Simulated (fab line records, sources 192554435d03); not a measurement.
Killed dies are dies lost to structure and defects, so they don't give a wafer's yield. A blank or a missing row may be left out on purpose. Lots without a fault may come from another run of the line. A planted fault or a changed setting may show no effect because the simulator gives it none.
fab line records | flow n5_finfet
record lots=7 wafers=21
route steps=1938 shown BEOL_M8@1342 BEOL_M9@1401 BEOL_M10@1495
start_h: hours from the record's first day to the start of the lot's first wafer shown | wait_h: hours since the lot's step before | " the same as in the row above | L1.1+2: a row that stands for several wafers | - no value, or no start given | * or withheld: withheld | < > ~ a bound
route shown NAME@n: a module of which the file shows steps, and the number in the route of the first | usual: mean/standard deviation of fault-free wafers | same: alike in all rows | chamber/n: place in a boat | sites: the reading at each site | _std_site: their standard deviation | _edge_site: outer sites' mean less inner sites' | radius_mm: how far each site lies from the wafer's centre | mask NAME#n: copy n | behind: the tool/chamber that last shaped the wafer | hold: why the lot was held/for how many hours/how that ended | device: the transistor (n, p or np) that didn't switch | end of line: the same wafers' tests at the end of the route | a step without rows: its recipe alone | killed: dies lost to structure and defects at the first sort, not the wafer's yield | map: a wafer's dies, x killed, . not, _ none there
set.NAME: the setting as run; set.NAME@STEP: as run at that earlier step | model.NAME: the simulator's own value behind a step, which no gauge read
lots whose settings were changed on purpose; a table a step, a row a wafer
## steps
# step N5_BEOL_M8_EXPOSE_08
# recipe mask_id=M8 na=1.35 source_shape=dipole sigma_inner=0.817 sigma_outer=0.97 polarization=te dose_mj=68.25
# columns lot.wafer tool chamber start_h wait_h mask set.dose_mj
L076.3+5+6 arfi_scanner-02 0 204.34 - M8#0 68.25
L080.2+6 arfi_scanner-01 0 221.97 - M8#0 70.41
L080.5 " 0 " " M8#0 68.25
L082.3+5 arfi_scanner-02 0 224.81 - M8#0 68.25
L082.6 " 0 " " M8#0 70.63
L084.1+2+6 arfi_scanner-01 0 238.28 - M8#0 68.25
L094.1+4+5 arfi_scanner-02 0 322.09 - M8#0 68.25
L089.1+4 arfi_scanner-02 0 335.39 - M8#0 63.8
L089.6 " 0 " " M8#0 68.25
L091.3+4 arfi_scanner-02 0 345.71 - M8#0 63.37
L091.5 " 0 " " M8#0 68.25
# step N5_BEOL_M8_PEB_09
# recipe peb_temp_c=withheld peb_time_s=60 resist=CAR-ArF
# step N5_BEOL_M8_DEVELOP_10
# recipe develop_time_s=30 developer=TMAH resist=CAR-ArF rinse_liquid=diw dry=air_spin dev_temp_c=23
# step N5_BEOL_M8_CD_MEAS_11
# recipe target_cd_nm=38.5 landing_energy_ev=500 detector=se_inlens polarity=opening
# usual cd_nm=38.7/0.52
# columns lot.wafer tool chamber start_h wait_h set.dose_mj@BEOL_M8_EXPOSE_08 cd_nm
L076.3 cd_sem-03 0 204.46 - 68.25 38.5
L076.5 " 0 " " 68.25 38.4
L076.6 " 0 " " 68.25 37.9
L080.2 cd_sem-02 0 222.10 - 70.41 40.6
L080.5 " 0 " " 68.25 39.2
L080.6 " 0 " " 70.41 40.2
L082.3 cd_sem-02 0 224.93 - 68.25 39.4
L082.5 " 0 " " 68.25 38.8
L082.6 " 0 " " 70.63 41.3
L084.1 cd_sem-03 0 238.41 - 68.25 38.4
L084.2 " 0 " " 68.25 38.8
L084.6 " 0 " " 68.25 38.5
L094.1 cd_sem-03 0 322.22 - 68.25 38.4
L094.4 " 0 " " 68.25 38.5
L094.5 " 0 " " 68.25 38.8
L089.1 cd_sem-02 0 335.51 - 63.8 35.9
L089.4 " 0 " " 63.8 35.7
L089.6 " 0 " " 68.25 39.4
L091.3 cd_sem-01 0 345.83 - 63.37 35.5
L091.4 " 0 " " 63.37 34.7
L091.5 " 0 " " 68.25 38.5
# step N5_BEOL_M8_DESCUM_16
# recipe chemistry=O2 time_s=7.9 source_power_w=50 bias_power_w=20 pressure_mtorr=20 rf_frequency_hz=2.712e+07 temp_c=40 resist=CAR-ArF o2_flow_sccm=225
# step N5_BEOL_M8_ETCH_61
# recipe chemistry=CF4 target=SiARC target_depth_a=455 mask_material=CAR-ArF time_s=75.8 ion_energy_ev=80 pressure_mtorr=40 source_w=545 bias_w=36 Ar_flow_sccm=100 cf4_flow_sccm=100 ends=cleared
# columns lot.wafer tool chamber start_h wait_h set.dose_mj@BEOL_M8_EXPOSE_08 model.BEOL_M8.cd_offset_nm
L076.3 rie_diel-03 1 204.97 0.0 68.25 0.4
L076.5 " 0 " " 68.25 0
L076.6 " 3 " " 68.25 -0.8
L080.2 rie_diel-02 3 222.22 0.0 70.41 2.6
L080.5 " 0 " " 68.25 0.8
L080.6 " 3 " " 70.41 1.8
L082.3 rie_diel-04 2 225.05 0.0 68.25 0.8
L082.5 " 1 " " 68.25 0.4
L082.6 " 2 " " 70.63 3
L084.1 rie_diel-03 2 238.53 0.0 68.25 0
L084.2 " 1 " " 68.25 0.4
L084.6 " 2 " " 68.25 0.2
L094.1+5 rie_diel-03 1 322.35 0.0 68.25 0.4
L094.4 " 3 " " 68.25 -0.6
L089.1 rie_diel-03 3 335.64 0.0 63.8 -3
L089.4 " 1 " " 63.8 -2.6
L089.6 " 3 " " 68.25 0.4
L091.3 rie_diel-03 1 345.95 0.0 63.37 -3
L091.4 " 0 " " 63.37 -4
L091.5 " 3 " " 68.25 -0.2
# step N5_BEOL_M8_ETCH_62
# recipe chemistry=N2/H2 target=SOC target_depth_a=1100 overetch_a=220 mask_material=SiARC temp_c=40 time_s=165 ion_energy_ev=200 pressure_mtorr=30 source_w=840 bias_w=150 n2_flow_sccm=200 h2_flow_sccm=200
# columns lot.wafer tool chamber start_h wait_h set.dose_mj@BEOL_M8_EXPOSE_08 model.BEOL_M8.cd_offset_nm
L076.3 rie_diel-03 1 205.02 0.0 68.25 0.4
L076.5 " 0 " " 68.25 0
L076.6 " 3 " " 68.25 -0.6
L080.2 rie_diel-02 3 222.28 0.0 70.41 2.6
L080.5 " 0 " " 68.25 1
L080.6 " 3 " " 70.41 1.8
L082.3 rie_diel-04 2 225.10 0.0 68.25 1.2
L082.5 " 1 " " 68.25 0.6
L082.6 " 2 " " 70.63 3.4
L084.1 rie_diel-03 2 238.59 0.0 68.25 -0.2
L084.2 " 1 " " 68.25 0.4
L084.6 " 2 " " 68.25 0
L094.1 rie_diel-03 1 322.40 0.0 68.25 0.2
L094.4 " 3 " " 68.25 -0.6
L094.5 " 1 " " 68.25 0.4
L089.1 rie_diel-03 3 335.69 0.0 63.8 -2.8
L089.4 " 1 " " 63.8 -2.4
L089.6 " 3 " " 68.25 0.8
L091.3 rie_diel-03 1 346.01 0.0 63.37 -2.8
L091.4 " 0 " " 63.37 -3.8
L091.5 " 3 " " 68.25 0.2
# step N5_BEOL_M8_STRIP_68
# recipe chemistry=N2/H2 temp_c=40 n2_flow_sccm=200 h2_flow_sccm=200 rf_frequency_hz=6e+07
# step N5_BEOL_M8_STRIP_67
# recipe chemistry=CF4 resist=SiARC power_w=300 bias_power_w=75 pressure_mtorr=50 cf4_flow_sccm=150 rf_frequency_hz=6e+07
# step N5_BEOL_M8_HM_OPEN_17
# recipe chemistry=Cl2/BCl3 target_depth_a=200 overetch_a=60 target=TiN mask_material=SOC ion_energy_ev=150 pressure_mtorr=10 icp_w=1000 bias_w=126 Cl2_flow_sccm=53.25 bcl3_flow_sccm=21.75 Ar_flow_sccm=25
# step N5_BEOL_M8_STRIP_19
# recipe chemistry=O2 power_w=400 temp_c=40 pressure_mtorr=30 rf_frequency_hz=6e+07 bias_power_w=0 overash_fraction=0.2 o2_flow_sccm=225
# step N5_BEOL_M8_CD_MEAS_18
# recipe pitch_nm=80 target_cd_nm=40
# usual cd_nm=40.3/0.63
# columns lot.wafer tool chamber start_h wait_h set.dose_mj@BEOL_M8_EXPOSE_08 cd_nm
L076.3 cd_sem-02 - 205.42 0.1 68.25 40.2
L076.5 " - " " 68.25 40.1
L076.6 " - " " 68.25 39.4
L080.2 cd_sem-02 - 222.65 0.1 70.41 42.8
L080.5 " - " " 68.25 40.8
L080.6 " - " " 70.41 41.5
L082.3 cd_sem-02 - 225.71 0.1 68.25 41.2
L082.5 " - " " 68.25 40.5
L082.6 " - " " 70.63 43.3
L084.1 cd_sem-01 - 238.96 0.0 68.25 39.7
L084.2 " - " " 68.25 40.5
L084.6 " - " " 68.25 40.0
L094.1 cd_sem-01 - 322.77 0.0 68.25 40.2
L094.4 " - " " 68.25 39.4
L094.5 " - " " 68.25 40.4
L089.1 cd_sem-02 - 336.07 0.0 63.8 37.2
L089.4 " - " " 63.8 37.4
L089.6 " - " " 68.25 41.0
L091.3 cd_sem-02 - 346.38 0.1 63.37 37.2
L091.4 " - " " 63.37 36.3
L091.5 " - " " 68.25 40.3
# step N5_BEOL_M8_COAT_63
# recipe resist=SOC temp_c=250 time_s=60 spin_rpm=1500 resist_thk_nm=60
# step N5_BEOL_M8_COAT_64
# recipe resist=SiARC temp_c=220 time_s=60 spin_rpm=1500 resist_thk_nm=12
# step N5_BEOL_M8_PRECLEAN_42
# recipe chemistry=residue_remover time_s=60 temp_c=40
# step N5_BEOL_M8_SRD_43
# recipe time_s=30 temp_c=23 rinse_liquid=diw dry=ipa_marangoni
# step N5_BEOL_M8_CD_MEAS_35
# recipe target_cd_nm=40 polarity=opening
# usual cd_nm=40.3/0.62
# columns lot.wafer tool chamber start_h wait_h set.dose_mj@BEOL_M8_EXPOSE_08 cd_nm
L076.3 cd_sem-01 - 206.45 0.0 68.25 40.3
L076.5 " - " " 68.25 39.6
L076.6 " - " " 68.25 39.2
L080.2 cd_sem-02 - 223.88 0.0 70.41 42.7
L080.5 " - " " 68.25 41.4
L080.6 " - " " 70.41 41.7
L082.3 cd_sem-02 - 226.85 0.0 68.25 41.0
L082.5 " - " " 68.25 40.4
L082.6 " - " " 70.63 43.4
L084.1 cd_sem-02 - 240.09 0.0 68.25 39.6
L084.2 " - " " 68.25 40.4
L084.6 " - " " 68.25 39.9
L094.1 cd_sem-02 - 324.28 0.0 68.25 40.1
L094.4 " - " " 68.25 39.3
L094.5 " - " " 68.25 40.0
L089.1 cd_sem-03 - 338.29 0.0 63.8 37.5
L089.4 " - " " 63.8 37.9
L089.6 " - " " 68.25 40.7
L091.3 cd_sem-02 - 347.97 0.0 63.37 37.2
L091.4 " - " " 63.37 36.1
L091.5 " - " " 68.25 40.4
# step N5_BEOL_M9_ILD_DEP_00
# recipe material=SiCOH_lowk target_thk_a=3085.1 temp_c=300 precursor=DEMS/porogen pressure_torr=5 rf_w=500 time_s=58
# columns lot.wafer tool chamber start_h wait_h set.time_s model.SiCOH_lowk_of_BEOL_M9_ILD_DEP_00.thk_nm
L076.3 pecvd-03 2 209.79 0.0 58 302.4
L076.5 " 0 " " 58 313.6
L076.6 " 2 " " 58 306
L080.2 pecvd-01 0 225.84 0.0 58 315
L080.5 " 2 " " 58 314.4
L080.6 " 0 " " 53.02 294.8
L082.3 pecvd-03 0 228.76 0.0 58 306
L082.5 " 1 " " 58 313.8
L082.6 " 2 " " 58 308.6
L084.1 pecvd-03 2 242.01 0.0 58 307.2
L084.2 " 0 " " 58 309.8
L084.6 " 0 " " 51.63 279.2
L094.1 pecvd-01 2 326.56 0.0 58 303
L094.4 " 0 " " 58 312.8
L094.5 " 1 " " 58 307.6
L089.1 pecvd-01 1 343.10 0.0 58 307.2
L089.4 " 2 " " 58 311.6
L089.6 " 1 " " 58 309.6
L091.3 pecvd-03 1 351.05 0.0 58 305.6
L091.4 " 1 " " 58 313.2
L091.5 " 0 " " 58 306.8
# step N5_BEOL_M9_CURE_71
# recipe temp_c=385 time_s=240 ambient=He/Ar material=SiCOH_lowk
# columns lot.wafer tool chamber start_h wait_h set.time_s@BEOL_M9_ILD_DEP_00 model.SiCOH_lowk_of_BEOL_M9_ILD_DEP_00.thk_nm
L076.3 uv_cure-02 1 210.04 0.2 58 262.6
L076.5 " 1 " " 58 272.6
L076.6 " 1 " " 58 265.8
L080.2 uv_cure-01 1 226.00 0.1 58 273.6
L080.5 " 1 " " 58 273.2
L080.6 " 1 " " 53.02 256
L082.3 uv_cure-01 2 229.00 0.2 58 265.8
L082.5 " 2 " " 58 272.8
L082.6 " 2 " " 58 268.2
L084.1 uv_cure-03 2 242.09 0.0 58 266.8
L084.2 " 2 " " 58 269.2
L084.6 " 2 " " 51.63 242
L094.1 uv_cure-03 0 326.63 0.0 58 263.2
L094.4 " 0 " " 58 271.8
L094.5 " 0 " " 58 267.2
L089.1 uv_cure-02 1 343.17 0.0 58 266.8
L089.4 " 1 " " 58 270.6
L089.6 " 1 " " 58 269
L091.3 uv_cure-01 2 351.28 0.2 58 265.4
L091.4 " 2 " " 58 272
L091.5 " 2 " " 58 266.4
# step N5_BEOL_M9_THK_MEAS_01
# recipe reads=SiCOH_lowk_of_BEOL_M9_ILD_DEP_00
# usual M9_ILD_THK=267/3.7
# columns lot.wafer tool chamber start_h wait_h set.time_s@BEOL_M9_ILD_DEP_00 M9_ILD_THK[nm]
L076.3 film_metro-02 - 210.40 0.3 58 263
L076.5 " - " " 58 272
L076.6 " - " " 58 266
L080.2 film_metro-02 - 226.43 0.4 58 274
L080.5 " - " " 58 273
L080.6 " - " " 53.02 256
L082.3 film_metro-02 - 229.35 0.3 58 266
L082.5 " - " " 58 273
L082.6 " - " " 58 268
L084.1 film_metro-02 - 242.60 0.4 58 267
L084.2 " - " " 58 269
L084.6 " - " " 51.63 242
L094.1 film_metro-02 - 327.15 0.4 58 263
L094.4 " - " " 58 272
L094.5 " - " " 58 267
L089.1 film_metro-02 - 343.69 0.4 58 267
L089.4 " - " " 58 271
L089.6 " - " " 58 269
L091.3 film_metro-01 - 351.64 0.3 58 265
L091.4 " - " " 58 272
L091.5 " - " " 58 266
# step N5_BEOL_M9_EXPOSE_25
# recipe mask_id=V8 na=0.33 source_shape=annular sigma_inner=0.4 sigma_outer=0.8 polarization=unpolarized dose_mj=37.25
# columns lot.wafer tool chamber start_h wait_h mask set.dose_mj
L076.3+5 euv_scanner-02 0 211.85 - V8#0 38.59
L076.6 " 0 " " V8#0 37.25
L080.2 euv_scanner-02 0 227.99 - V8#0 37.25
L080.5+6 " 0 " " V8#0 40.03
L082.3+6 euv_scanner-02 0 230.67 - V8#0 38.49
L082.5 " 0 " " V8#0 37.25
L084.1+6 euv_scanner-01 0 243.99 - V8#0 36.1
L084.2 " 0 " " V8#0 37.25
L094.1+4+5 euv_scanner-02 0 334.83 - V8#0 37.25
L089.1 euv_scanner-01 0 347.06 - V8#0 35.74
L089.4+6 " 0 " " V8#0 37.25
L091.3 euv_scanner-01 0 356.13 - V8#0 37.25
L091.4+5 " 0 " " V8#0 36.3
# step N5_BEOL_M9_PEB_26
# recipe peb_temp_c=100 peb_time_s=60 resist=CAR-EUV
# step N5_BEOL_M9_DEVELOP_27
# recipe develop_time_s=30 developer=TMAH resist=CAR-EUV rinse_liquid=surfactant_rinse dry=air_spin dev_temp_c=23
# step N5_BEOL_M9_CD_MEAS_28
# recipe target_cd_nm=70 landing_energy_ev=500 detector=se_inlens polarity=opening
# usual cd_nm=70.05/0.24
# columns lot.wafer tool chamber start_h wait_h set.dose_mj@BEOL_M9_EXPOSE_25 cd_nm
L076.3 cd_sem-03 0 211.97 - 38.59 71.14
L076.5 " 0 " " 38.59 71.02
L076.6 " 0 " " 37.25 70.42
L080.2 cd_sem-01 0 228.11 - 37.25 69.75
L080.5 " 0 " " 40.03 71.76
L080.6 " 0 " " 40.03 71.88
L082.3 cd_sem-03 0 230.79 - 38.49 70.78
L082.5 " 0 " " 37.25 70.03
L082.6 " 0 " " 38.49 70.95
L084.1 cd_sem-03 0 244.12 - 36.1 69.11
L084.2 " 0 " " 37.25 69.86
L084.6 " 0 " " 36.1 69.17
L094.1 cd_sem-01 0 334.96 - 37.25 70.27
L094.4 " 0 " " 37.25 70.25
L094.5 " 0 " " 37.25 70.32
L089.1 cd_sem-02 0 347.19 - 35.74 69.05
L089.4 " 0 " " 37.25 70.48
L089.6 " 0 " " 37.25 70.58
L091.3 cd_sem-03 0 356.25 - 37.25 70.48
L091.4 " 0 " " 36.3 69.27
L091.5 " 0 " " 36.3 69.45
# step N5_BEOL_M9_ETCH_66
# recipe chemistry=N2/H2 target=SOC target_depth_a=800 overetch_a=160 mask_material=SiARC temp_c=40 time_s=120 ion_energy_ev=200 pressure_mtorr=30 source_w=840 bias_w=150 n2_flow_sccm=200 h2_flow_sccm=200
# columns lot.wafer tool chamber start_h wait_h set.time_s model.SiARC_of_BEOL_M9_COAT_64.thk_nm
L076.3 rie_diel-01 3 212.17 0.0 120 6.4
L076.5 " 2 " " 135.8 5.6
L076.6 " 1 " " 120 6.2
L080.2+5+6 rie_diel-05 3,2,3 228.32 0.0 120 6.6
L082.3+5 rie_diel-01 1,0 230.99 0.0 120 6.2
L082.6 " 3 " " 120 6.4
L084.1+6 rie_diel-06 2 244.33 0.0 120 6.4
L084.2 " 0 " " 120 6.6
L094.1 rie_diel-01 2 335.49 0.0 120 6.6
L094.4 " 0 " " 120 6.4
L094.5 " 1 " " 120 6.2
L089.1 rie_diel-01 0 347.40 0.0 95.88 7.4
L089.4 " 3 " " 120 6.2
L089.6 " 1 " " 120 6
L091.3+5 rie_diel-05 2,1 356.45 0.0 120 6.6
L091.4 " 0 " " 120 6.2
# step N5_BEOL_M10_COAT_64
# recipe resist=SiARC temp_c=220 time_s=60 spin_rpm=1500 resist_thk_nm=30
# columns lot.wafer tool chamber start_h wait_h set.spin_rpm model.SiARC_of_BEOL_M10_COAT_64.thk_nm
L076.3 litho_track-04 0 - - 1348 31.6
L076.5+6 " 0 " " 1500 30
L080.2+5 litho_track-02 0 - - 1500 30
L080.6 " 0 " " 1500 30.2
L082.3 litho_track-04 0 - - 1500 29.8
L082.5 " 0 " " 1405 31
L082.6 " 0 " " 1405 30.8
L084.1 litho_track-04 0 - - 1363 31.4
L084.2 " 0 " " 1500 30
L084.6 " 0 " " 1500 29.8
L094.1+4+5 litho_track-03 0 - - 1500 30
L089.1+4 litho_track-03 0 - - 1500 30
L089.6 " 0 " " 1638 28.6
L091.3+5 litho_track-03 0 - - 1454 30.6
L091.4 " 0 " " 1500 30
## key
split step=N5_BEOL_M8_EXPOSE_08 setting=dose_mj stated=68.25 by=wafer
response step=N5_BEOL_M8_CD_MEAS_11 reading=cd_nm change=+0.509 per=1% r=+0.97
response step=N5_BEOL_M8_ETCH_61 reading=model.BEOL_M8.cd_offset_nm change=+0.494 per=1% r=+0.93
response step=N5_BEOL_M8_ETCH_62 reading=model.BEOL_M8.cd_offset_nm change=+0.516 per=1% r=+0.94
response step=N5_BEOL_M8_CD_MEAS_18 reading=cd_nm change=+0.537 per=1% r=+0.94
response step=N5_BEOL_M8_CD_MEAS_35 reading=cd_nm change=+0.501 per=1% r=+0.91
split step=N5_BEOL_M9_ILD_DEP_00 setting=time_s stated=58 by=wafer
response step=N5_BEOL_M9_ILD_DEP_00 reading=model.SiCOH_lowk_of_BEOL_M9_ILD_DEP_00.thk_nm change=+2.53 per=1% r=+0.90
response step=N5_BEOL_M9_CURE_71 reading=model.SiCOH_lowk_of_BEOL_M9_ILD_DEP_00.thk_nm change=+2.24 per=1% r=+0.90
response step=N5_BEOL_M9_THK_MEAS_01 reading=M9_ILD_THK change=+2.24 per=1% r=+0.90
split step=N5_BEOL_M9_EXPOSE_25 setting=dose_mj stated=37.25 by=wafer
response step=N5_BEOL_M9_CD_MEAS_28 reading=cd_nm change=+0.283 per=1% r=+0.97
split step=N5_BEOL_M9_ETCH_66 setting=time_s stated=120 by=wafer
response step=N5_BEOL_M9_ETCH_66 reading=model.SiARC_of_BEOL_M9_COAT_64.thk_nm change=-0.0612 per=1% r=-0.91
split step=N5_BEOL_M10_COAT_64 setting=spin_rpm stated=1500 by=wafer
response step=N5_BEOL_M10_COAT_64 reading=model.SiARC_of_BEOL_M10_COAT_64.thk_nm change=-0.161 per=1% r=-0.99
